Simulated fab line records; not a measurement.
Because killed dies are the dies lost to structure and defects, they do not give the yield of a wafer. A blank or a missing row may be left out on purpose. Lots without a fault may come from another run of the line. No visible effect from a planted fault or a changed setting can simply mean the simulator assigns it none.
fab line records    flow nandHarc
record lots=12  wafers=36  lastDay=31
route steps=1302 shown A_M0@1167 A_M1@1184 A_BONDPAD@1212
lots with no fault: from the same line, run without faults
startH: start of the lot's first displayed wafer, in hours after the record's first day    waitH: hours elapsed since this lot's preceding step    " repeats the value in the row above    L1.1+2: a row that stands for several wafers    - no value, or no start given    * or withheld: withheld    < > ~ a bound
route shown NAME@n: names a module that has steps shown in the file, with the first one's number in the route    usual: average and standard deviation across the fault-free wafers    same: alike in all rows    chamber/n: place in a boat    sites: each site's reading    _std_site: their standard deviation    _edge_site: mean of outer sites minus mean of inner sites    radiusMm: how far each site lies from the wafer's centre    mask NAME#n: copy n    behind: the most recent tool/chamber to have shaped the wafer    hold: cause of the lot's hold/its duration in hours/its outcome    device: transistor that didn't switch, given as n, p or np    end of line: at the end of the route, the tests of the same wafers    step lacking rows: just its recipe    killed: dies that structure and defects cost at the first sort, which is not the same as the wafer's yield    map: shows each die of a wafer: x if killed, . if not, _ if none is there
set.NAME: the setting the step ran with; set.NAME@STEP: the setting that earlier step ran with    model.NAME: the simulator's own value behind a step, which no gauge read
steps of the route over a sample of lots; a table a step, a row a wafer
services: from which hour (startH, from the record's first day; less than 0 if before it) a tool's chamber was out of use, for how many hours, and why
## steps
# step NHARC_A_M0_PRE_CLEAN_31
# recipe timeS=12  tempC=370  rfPowerW=300  gas=NH3
# usual heaterPowerW=640/81
# same timeS=12
lot.wafer  tool      chamber  startH  waitH  heaterPowerW
L813.2     pecvd-04  2        532.10  0.1    634
L813.1     "         1        "       "      648
L813.4     "         1        "       "      655
L811.1     pecvd-02  2        533.30  0.1    789
L811.6     "         1        "       "      578
L811.5     "         0        "       "      695
L812.2     pecvd-01  2        546.07  0.1    476
L812.4     "         0        "       "      712
L812.5     "         2        "       "      483
L814.3     pecvd-04  2        547.40  0.1    570
L814.4     "         0        "       "      511
L814.5     "         1        "       "      611
L815.1     pecvd-02  2        556.20  0.1    798
L815.3     "         1        "       "      643
L815.4     "         1        "       "      671
L818.3     pecvd-04  0        604.15  0.2    580
L818.6     "         2        "       "      585
L818.5     "         0        "       "      570
L819.2     pecvd-02  0        617.21  0.1    651
L819.4     "         0        "       "      641
L819.5     "         1        "       "      673
L821.3     pecvd-01  2        639.44  0.1    460
L821.5     "         2        "       "      449
L821.6     "         0        "       "      671
L826.1     pecvd-01  1        670.03  0.1    589
L826.4     "         1        "       "      592
L826.5     "         2        "       "      503
L827.2     pecvd-02  1        678.50  0.1    597
L827.3     "         2        "       "      700
L827.6     "         2        "       "      690
L828.3     pecvd-04  1        700.01  0.1    613
L828.5     "         2        "       "      588
L828.4     "         1        "       "      617
L830.1     pecvd-02  2        711.91  0.1    687
L830.5     "         0        "       "      704
L830.6     "         1        "       "      656
# step NHARC_A_M1_ETCH_15
# recipe targetDepthA=1825  timeS=91.2  c4f8FlowSccm=withheld  arFlowSccm=400  rfW=600  biasW=300  chemistry=C4F8/Ar
# usual biasW=300.0/0.82  oesProductAu=0.953/0.021  rfVppV=440.6/2.8
# same timeS=91.2
lot.wafer  tool        chamber  startH  waitH  biasW  oesProductAu  rfHoursCounterH  rfVppV
L813.4     rieDiel-02  0        -       -      298.5  0.950         6.5              437.0
L813.2     "           1        "       "      300.9  0.969         6.7              442.5
L813.1     "           3        "       "      302.1  0.936         6.1              438.3
L811.1     rieDiel-02  2        -       -      300.7  0.955         7.2              437.8
L811.6     "           2        "       "      300.4  0.947         -                438.3
L811.5     "           3        "       "      300.0  0.976         -                438.4
L812.4     rieDiel-03  1        -       -      299.0  0.952         2.3              439.3
L812.2     "           3        "       "      299.9  0.932         2.5              444.4
L812.5     "           2        "       "      299.5  0.930         -                442.6
L814.4     rieDiel-12  2        -       -      300.2  0.930         6.5              444.0
L814.3     "           3        "       "      298.6  0.988         7.7              439.1
L814.5     "           0        "       "      299.9  0.965         -                444.1
L815.1     rieDiel-02  0        -       -      300.2  0.925         7.3              436.0
L815.3     "           2        "       "      299.4  0.916         8.1              438.8
L815.4     "           3        "       "      300.6  0.907         6.8              438.1
L818.3     rieDiel-12  1        -       -      300.1  0.928         9.3              442.0
L818.6     "           3        "       "      299.0  0.944         -                437.7
L818.5     "           0        "       "      299.9  0.912         -                446.1
L819.2     rieDiel-02  0        -       -      301.6  0.957         2.9              437.2
L819.5     "           1        "       "      299.1  0.967         -                441.9
L819.4     "           3        "       "      299.9  0.949         -                439.3
L821.3     rieDiel-02  3        -       -      299.9  0.925         3.7              438.9
L821.5     "           1        "       "      298.5  0.933         -                440.6
L821.6     "           2        "       "      300.5  0.932         -                438.6
L826.1     rieDiel-12  2        -       -      300.4  0.943         1.7              444.2
L826.4     "           3        "       "      299.1  0.994         1.7              439.8
L826.5     "           2        "       "      300.5  0.958         -                443.7
L827.3     rieDiel-03  1        -       -      299.3  0.983         0.8              439.1
L827.2     "           2        "       "      300.6  0.929         1.0              444.0
L827.6     "           3        "       "      299.5  0.964         -                442.5
L828.3     rieDiel-03  2        -       -      299.6  0.969         1.6              442.0
L828.4     "           3        "       "      300.3  0.957         1.9              445.2
L828.5     "           3        "       "      300.0  0.959         -                444.3
L830.1     rieDiel-02  1        -       -      299.5  0.962         8.4              441.0
L830.5     "           0        "       "      300.8  0.967         -                437.8
L830.6     "           1        "       "      300.5  0.964         -                441.9
# step NHARC_A_BONDPAD_EXPOSE_06
# recipe na=0.55  doseMj=36.99  maskId=A_BPAD
# usual exposureDoseMJCm2=37.15/0.2
# same na=0.55
lot.wafer  tool           chamber  startH  waitH  mask      exposureDoseMJCm2
L813.1     krfScanner-04  0        537.84  -      A_BPAD#0  37.41
L813.2     "              0        "       "      A_BPAD#0  37.43
L813.4     "              0        "       "      A_BPAD#0  37.44
L811.1     krfScanner-02  0        539.15  -      A_BPAD#0  36.97
L811.5     "              0        "       "      A_BPAD#0  37.00
L811.6     "              0        "       "      A_BPAD#0  37.01
L812.2     krfScanner-03  0        551.87  -      A_BPAD#0  36.97
L812.4     "              0        "       "      A_BPAD#0  37.02
L812.5     "              0        "       "      A_BPAD#0  37.01
L814.3     krfScanner-03  0        553.56  -      A_BPAD#0  36.97
L814.4     "              0        "       "      A_BPAD#0  37.00
L814.5     "              0        "       "      A_BPAD#0  37.01
L815.1     krfScanner-04  0        561.78  -      A_BPAD#0  37.40
L815.3     "              0        "       "      A_BPAD#0  37.32
L815.4     "              0        "       "      A_BPAD#0  37.35
L818.3     krfScanner-03  0        609.91  -      A_BPAD#0  37.01
L818.5     "              0        "       "      A_BPAD#0  36.98
L818.6     "              0        "       "      A_BPAD#0  37.04
L819.2     krfScanner-04  0        622.98  -      A_BPAD#0  37.40
L819.4     "              0        "       "      A_BPAD#0  37.38
L819.5     "              0        "       "      A_BPAD#0  37.38
L821.3     krfScanner-04  0        645.19  -      A_BPAD#0  35.17
L821.5     "              0        "       "      A_BPAD#0  35.24
L821.6     "              0        "       "      A_BPAD#0  35.18
L826.1     krfScanner-04  0        676.04  -      A_BPAD#0  35.57
L826.4     "              0        "       "      A_BPAD#0  35.65
L826.5     "              0        "       "      A_BPAD#0  35.59
L827.2     krfScanner-03  0        685.05  -      A_BPAD#0  36.93
L827.3     "              0        "       "      A_BPAD#0  36.97
L827.6     "              0        "       "      A_BPAD#0  37.00
L828.3     krfScanner-02  0        705.87  -      A_BPAD#0  36.95
L828.4     "              0        "       "      A_BPAD#0  37.03
L828.5     "              0        "       "      A_BPAD#0  36.98
L830.1     krfScanner-02  0        717.62  -      A_BPAD#0  36.98
L830.5     "              0        "       "      A_BPAD#0  36.96
L830.6     "              0        "       "      A_BPAD#0  36.97
# step NHARC_A_BONDPAD_PVD_17
# recipe targetThkA=50  biasV=168.6  powerW=15000  chamberPressurePa=0.12  timeS=8.06  substrateTempC=50  material=TaN
# usual throttleValvePct=30.0/1
# same timeS=8.06
lot.wafer  tool           chamber  startH  waitH  throttleValvePct
L813.2     pvdSputter-02  -        -       -      31.1
L813.1     "              -        "       "      30.2
L813.4     "              -        "       "      29.0
L811.1     pvdSputter-03  -        -       -      29.7
L811.5     "              -        "       "      30.8
L811.6     "              -        "       "      29.8
L812.2     pvdSputter-03  -        -       -      29.2
L812.4     "              -        "       "      30.4
L812.5     "              -        "       "      29.2
L814.4     pvdSputter-01  -        -       -      31.4
L814.3     "              -        "       "      30.5
L814.5     "              -        "       "      31.5
L815.4     pvdSputter-02  -        -       -      28.4
L815.1     "              -        "       "      29.1
L815.3     "              -        "       "      31.2
L818.3     pvdSputter-02  -        -       -      28.3
L818.5     "              -        "       "      28.5
L818.6     "              -        "       "      28.8
L819.2     pvdSputter-03  -        -       -      30.9
L819.4     "              -        "       "      29.6
L819.5     "              -        "       "      29.8
L821.3     pvdSputter-01  -        -       -      31.1
L821.6     "              -        "       "      29.3
L821.5     "              -        "       "      31.4
L826.4     pvdSputter-01  -        -       -      29.1
L826.1     "              -        "       "      31.5
L826.5     "              -        "       "      29.5
L827.3     pvdSputter-03  -        -       -      29.3
L827.2     "              -        "       "      29.3
L827.6     "              -        "       "      29.7
L828.4     pvdSputter-01  -        -       -      30.5
L828.3     "              -        "       "      29.3
L828.5     "              -        "       "      30.7
L830.1     pvdSputter-01  -        -       -      29.3
L830.6     "              -        "       "      30.3
L830.5     "              -        "       "      29.2
## services
tool           chamber  startH  hours  kind
krfScanner-04  -        526.01  4.0    pm
pvdSputter-03  -        526.03  10.0   pm
krfScanner-04  -        533.03  1.0    repair
pvdSputter-01  -        536.02  0.6    repair
krfScanner-03  -        560.64  0.6    repair
krfScanner-03  -        568.00  4.0    pm
rieDiel-02     -        570.76  9.0    pm
pvdSputter-01  -        582.00  10.0   pm
pecvd-02       -        590.62  13.0   pm
krfScanner-03  -        605.52  2.6    repair
rieDiel-02     2        616.76  8.7    repair
rieDiel-02     1        620.83  4.5    repair
pecvd-04       -        631.12  13.0   pm
krfScanner-04  -        636.86  0.5    repair
pecvd-04       1        660.52  4.8    repair
pecvd-02       0        674.74  9.3    repair
krfScanner-04  -        681.90  0.5    repair
pvdSputter-01  -        687.57  7.6    repair
krfScanner-04  -        695.04  0.4    repair
krfScanner-04  -        698.01  4.0    pm
pvdSputter-03  -        704.03  10.0   pm
pecvd-04       2        704.77  14.6   repair
krfScanner-04  -        714.24  1.9    repair
pecvd-04       1        714.57  6.4    repair
## key
firstSign step=NHARC_A_BONDPAD_EXPOSE_06  reading=exposureDoseMJCm2  direction=down  sigmas=8.8  usual=37.15  struck=35.40
effect none on later readings
metAt NHARC_A_BONDPAD_EXPOSE_06
struckLots L821,L826
loopTrim step=NHARC_A_BONDPAD_EXPOSE_06  setting=dose  lots=L826
notActingAt NHARC_A_M0_PRE_CLEAN_31,NHARC_A_M1_ETCH_15,NHARC_A_BONDPAD_PVD_17
onsetBetween 622.98 645.19
fault kind=processParameterDrift  tool=krfScanner-04  chamber=-  onsetH=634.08  steps=NHARC_A_BONDPAD_EXPOSE_06  channel=doseMj  offset=-2.2027  shape=step  actsIn=theseRecipesOnly  stated=36.99
# loopTrim: a control loop set the setting to another value than it would have without faults
